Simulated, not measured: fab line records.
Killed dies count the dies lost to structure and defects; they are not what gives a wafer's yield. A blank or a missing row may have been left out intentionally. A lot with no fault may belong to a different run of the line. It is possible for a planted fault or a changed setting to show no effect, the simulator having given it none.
Matching of chambers / flow n5Finfet / N5_FIN_CUT_ETCH_20 on rieDiel-02: 4 sister chambers
The step etches SiARC in CF4, target depth 26 nm, time 43.3 s. 8 wafers are shown with their chamber, then 10 later ones without.

## WAFERS, EACH WITH ITS CHAMBER
wafer=L084.2; chamber=3; showerheadPlenumPTorr (Torr)=2.26; drypumpMotorCurrentA (A)=5.6
wafer=L084.3; chamber=1; showerheadPlenumPTorr (Torr)=2.14; drypumpMotorCurrentA (A)=6.2
wafer=L084.4; chamber=2; showerheadPlenumPTorr (Torr)=2.04; drypumpMotorCurrentA (A)=5.6
wafer=L084.5; chamber=3; showerheadPlenumPTorr (Torr)=2.26; drypumpMotorCurrentA (A)=5.6
wafer=L089.5; chamber=0; showerheadPlenumPTorr (Torr)=2.11; drypumpMotorCurrentA (A)=5.3
wafer=L089.6; chamber=1; showerheadPlenumPTorr (Torr)=2.13; drypumpMotorCurrentA (A)=6.2
wafer=L092.1; chamber=2; showerheadPlenumPTorr (Torr)=2.04; drypumpMotorCurrentA (A)=5.6
wafer=L092.3; chamber=0; showerheadPlenumPTorr (Torr)=2.11; drypumpMotorCurrentA (A)=5.2

## WAFERS WITH NO CHAMBER GIVEN
wafer=L092.4; showerheadPlenumPTorr (Torr)=2.26; drypumpMotorCurrentA (A)=5.5
wafer=L093.1; showerheadPlenumPTorr (Torr)=2.13; drypumpMotorCurrentA (A)=6.2
wafer=L093.2; showerheadPlenumPTorr (Torr)=2.26; drypumpMotorCurrentA (A)=5.5
wafer=L093.3; showerheadPlenumPTorr (Torr)=2.11; drypumpMotorCurrentA (A)=5.2
wafer=L093.4; showerheadPlenumPTorr (Torr)=2.04; drypumpMotorCurrentA (A)=5.6
wafer=L093.5; showerheadPlenumPTorr (Torr)=2.26; drypumpMotorCurrentA (A)=5.5
wafer=L093.6; showerheadPlenumPTorr (Torr)=2.11; drypumpMotorCurrentA (A)=5.2
wafer=L096.1; showerheadPlenumPTorr (Torr)=2.11; drypumpMotorCurrentA (A)=5.3
wafer=L096.4; showerheadPlenumPTorr (Torr)=2.13; drypumpMotorCurrentA (A)=6.2
wafer=L096.5; showerheadPlenumPTorr (Torr)=2.25; drypumpMotorCurrentA (A)=5.5

## WHICH CHAMBER EACH WENT THROUGH
wafer=L092.4; from the rows above=3; in truth=3
wafer=L093.1; from the rows above=1; in truth=1
wafer=L093.2; from the rows above=3; in truth=3
wafer=L093.3; from the rows above=0; in truth=0
wafer=L093.4; from the rows above=2; in truth=2
wafer=L093.5; from the rows above=3; in truth=3
wafer=L093.6; from the rows above=0; in truth=0
wafer=L096.1; from the rows above=0; in truth=0
wafer=L096.4; from the rows above=1; in truth=1
wafer=L096.5; from the rows above=3; in truth=3
Placed correctly: 10 of 10. Left unplaced by these rows: 0. Number placed wrongly: 0.
How it was worked out, from the rows above alone: a wafer's distance from a chamber is the root of the sum, over the readings, of the square of ((its reading less the chamber's mean) divided by the reading's scatter). The wafer belongs to the nearest chamber; if the next one is less than 2 further off, it can't be placed. A chamber's mean is the mean of its shown wafers. The scatter is the square root of a quotient: the sum, over the shown wafers, of each reading's squared deviation from its chamber's mean, divided by wafers minus chambers.
